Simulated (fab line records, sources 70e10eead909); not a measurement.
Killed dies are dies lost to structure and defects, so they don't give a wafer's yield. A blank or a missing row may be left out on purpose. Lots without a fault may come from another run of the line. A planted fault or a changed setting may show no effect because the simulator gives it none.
Which tool did it? | flow nand_harc | 12 lots, 36 wafers sampled, at 4 steps of a route of 1302

WHAT THE GAUGES READ, wafer by wafer
NHARC_P_M1_OVL_MEAS_10: pitch 260 nm.
lot  | measured     | on         | overlay_x_nm (nm)
L075 | day 6 14:26  | overlay-01 | 1.0 1.7 1.3
L077 | day 7 11:00  | overlay-01 | -1.1 -0.8 -0.8
L079 | day 8 10:22  | overlay-01 | -0.8 -1.1 -1.6
L081 | day 9 09:53  | overlay-02 | 0.4 -0.2 0.3
L083 | day 9 23:41  | overlay-01 | 0.4 -0.6 0.4
L085 | day 11 01:05 | overlay-02 | 0.1 1.3 1.0
L087 | day 11 11:04 | overlay-02 | 0.8 0.6 0.8
L089 | day 12 10:56 | overlay-01 | -0.8 -1.1 -1.1
L091 | day 13 15:20 | overlay-02 | -0.8 -0.5 -0.1
L093 | day 14 05:51 | overlay-02 | 0.6 0.8 0.7
L095 | day 15 02:37 | overlay-02 | -0.4 -0.9 -0.1
L097 | day 15 21:05 | overlay-01 | 1.3 1.3 1.1

WHICH TOOL RAN EACH LOT (tool, then ch and the chambers of the sampled wafers, then the start)
lot  | NHARC_P_CONTACT_CMP_01        | NHARC_P_CONTACT_ETCH_36                       | NHARC_P_CONTACT_ETCH_31
L075 | cmp-02 ch 0,1,3, day 6 05:32  | rie_diel-01 ch 1,2,3, day 6 14:26 or earlier  | rie_diel-01 ch 0,2,3, day 6 14:26 or earlier
L077 | cmp-01 ch 1,2, day 7 01:23    | rie_diel-01 ch 0,3, day 7 11:00 or earlier    | rie_diel-01 ch 0,1, day 7 11:00 or earlier
L079 | cmp-04 ch 2,3, day 8 01:29    | rie_diel-08 ch 0,1,2, day 8 10:22 or earlier  | rie_diel-08 ch 0,3, day 8 10:22 or earlier
L081 | cmp-02 ch 0,2,3, day 9 00:53  | rie_diel-11 ch 0,2,3, day 9 09:53 or earlier  | rie_diel-11 ch 0,1,2, day 9 09:53 or earlier
L083 | cmp-04 ch 0,1,3, day 9 14:49  | rie_diel-08 ch 2,3, day 9 23:41 or earlier    | rie_diel-08 ch 0,1, day 9 23:41 or earlier
L085 | cmp-02 ch 1,3, day 10 15:47   | rie_diel-08 ch 0,1,2, day 11 01:05 or earlier | rie_diel-08 ch 0,2,3, day 11 01:05 or earlier
L087 | cmp-02 ch 0,2, day 11 01:43   | rie_diel-11 ch 0,1,2, day 11 11:04 or earlier | rie_diel-11 ch 1,2, day 11 11:04 or earlier
L089 | cmp-02 ch 0,3, day 12 02:04   | rie_diel-08 ch 0,1,2, day 12 10:56 or earlier | rie_diel-08 ch 0,2, day 12 10:56 or earlier
L091 | cmp-02 ch 1,2,3, day 13 06:21 | rie_diel-11 ch 0,1,2, day 13 15:20 or earlier | rie_diel-11 ch 0,3, day 13 15:20 or earlier
L093 | cmp-02 ch 0,1,3, day 13 20:54 | rie_diel-08 ch 1,2,3, day 14 05:51 or earlier | rie_diel-08 ch 0,3, day 14 05:51 or earlier
L095 | cmp-02 ch 1,2,3, day 14 17:08 | rie_diel-11 ch 0,2,3, day 15 02:37 or earlier | rie_diel-11 ch 2,3, day 15 02:37 or earlier
L097 | cmp-02 ch 0,1, day 15 11:53   | rie_diel-11 ch 0,2,3, day 15 21:05 or earlier | rie_diel-11 ch 0,3, day 15 21:05 or earlier
- NHARC_P_CONTACT_CMP_01: polishes SiO2, target thk 200 nm.
- NHARC_P_CONTACT_ETCH_36: etches the open film in N2/H2, target depth 260 nm, time 406.25 s.
- NHARC_P_CONTACT_ETCH_31: etches the open film in CH3F/O2, target depth 30 nm, time 85.7 s.

THE ANSWER, worked out from the rows above alone
Rule: what is usual is taken from the lots themselves. Put in order of their means at a reading, lots are off if they are a third of the lots or fewer, leave a main group of 4 or more, and stand apart from it by a gap of 3 or more times the standard deviation of the main group's means; of several such gaps the widest counts. A main group whose means are all the same, to the digits that the tables above print for the reading, isn't used. A lot without any number at a reading at which 4 lots or more have one is off too. The other lots that the step has rows for count as sound.
No lot is off at any reading shown: from this, nothing can be told.

WHAT THE SIMULATOR HAD PUT IN
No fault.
